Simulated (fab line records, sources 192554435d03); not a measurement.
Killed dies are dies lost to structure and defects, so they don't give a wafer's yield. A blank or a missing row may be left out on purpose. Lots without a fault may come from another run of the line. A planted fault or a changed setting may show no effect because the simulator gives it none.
Split-lot experiment | flow n5_finfet | 7 lots, 21 wafers read, on a route of 1938 steps

THE SPLIT
At N5_BEOL_M5_EXPOSE_25 (exposes mask V4, defocus 10 nm), the setting dose_mj was moved away from the recipe's 52.75 on 4 of the 21 wafers read, by -4.8% to +6.8%. The other wafers ran this setting at the recipe's value.

FROM THE SPLIT TO THE READING: what the file shows between them, 2 steps
- N5_BEOL_M5_PEB_26: peb time 60 s
- N5_BEOL_M5_DEVELOP_27: develop time 30 s

THE READING
cd_nm, in nm, at N5_BEOL_M5_CD_MEAS_28 (target cd 30.6 nm, target cd y 20 nm). Fault-free wafers of this fab line usually give 30.70 nm, standard deviation 0.26 nm.

wafer  | tool, chamber at the split | dose_mj as run | against the recipe | cd_nm, nm | against lot-mates on the recipe
L081.1 | euv_scanner-02, 0          | 52.75          | recipe             | 30.89     | -
L081.4 | euv_scanner-02, 0          | 52.75          | recipe             | 30.57     | -
L081.5 | euv_scanner-02, 0          | 52.75          | recipe             | 30.94     | -
L083.1 | euv_scanner-02, 0          | 52.75          | recipe             | 30.61     | -
L083.4 | euv_scanner-02, 0          | 52.75          | recipe             | 30.68     | -
L083.5 | euv_scanner-02, 0          | 52.75          | recipe             | 30.45     | -
L084.1 | euv_scanner-02, 0          | 56.32          | +6.8%              | 31.87     | +1.24
L084.3 | euv_scanner-02, 0          | 52.75          | recipe             | 30.63     | -
L084.6 | euv_scanner-02, 0          | 56.32          | +6.8%              | 32.00     | +1.37
L085.4 | euv_scanner-01, 0          | 52.75          | recipe             | 30.54     | -
L085.5 | euv_scanner-01, 0          | 50.23          | -4.8%              | 29.95     | -0.68
L085.6 | euv_scanner-01, 0          | 52.75          | recipe             | 30.73     | -
L086.2 | euv_scanner-01, 0          | 52.75          | recipe             | 29.92     | -
L086.4 | euv_scanner-01, 0          | 52.75          | recipe             | 30.55     | -
L086.6 | euv_scanner-01, 0          | 52.75          | recipe             | 30.33     | -
L088.3 | euv_scanner-01, 0          | 51.04          | -3.2%              | 29.51     | -1.31
L088.4 | euv_scanner-01, 0          | 52.75          | recipe             | 30.84     | -
L088.5 | euv_scanner-01, 0          | 52.75          | recipe             | 30.81     | -
L095.3 | euv_scanner-02, 0          | 52.75          | recipe             | 30.77     | -
L095.4 | euv_scanner-02, 0          | 52.75          | recipe             | 30.92     | -
L095.6 | euv_scanner-02, 0          | 52.75          | recipe             | 30.58     | -

THE FIT
A straight line over all 21 wafers: cd_nm changes by +0.197 nm for each +1% of dose_mj; r = +0.89; the points scatter about the line by 0.26 nm.
The same after taking each lot's own level away (the mean of its wafers on the recipe; 21 wafers): +0.203 nm for each +1%; r = +0.92; scatter 0.22 nm.
On that fit, the largest move of dose_mj shifts the reading by 1.4 nm.
The lots' own levels span 30.267 to 30.825 nm, that is 2.1 times the standard deviation above.
So the lot-to-lot level changes the slope little: the two slopes agree.
Check: with one of the wafers moved furthest among these (+6.8%) left out of the fit, the line predicts +1.42 nm for it against its lot-mates. It came out at +1.24 nm against them.

OTHER SPLITS ON THESE WAFERS
These wafers also went through other splits before the reading. Each is held against what the fit with the lots' levels taken away leaves over:
other split on the same wafers | wafers away from the commonest value | r with cd_nm (lot level and that fit taken away)
N5_BEOL_M4_ILD_DEP_00 time_s   | 8                                    | +0.30
N5_BEOL_M4_COAT_73 spin_rpm    | 5                                    | -0.29
N5_BEOL_M4_DESCUM_33 time_s    | 5                                    | -0.28
N5_BEOL_M5_COAT_22 spin_rpm    | 2                                    | -0.22

THE FILE'S OWN FIT
cd_nm changes by +0.207 nm for each +1% of dose_mj, r = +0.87.
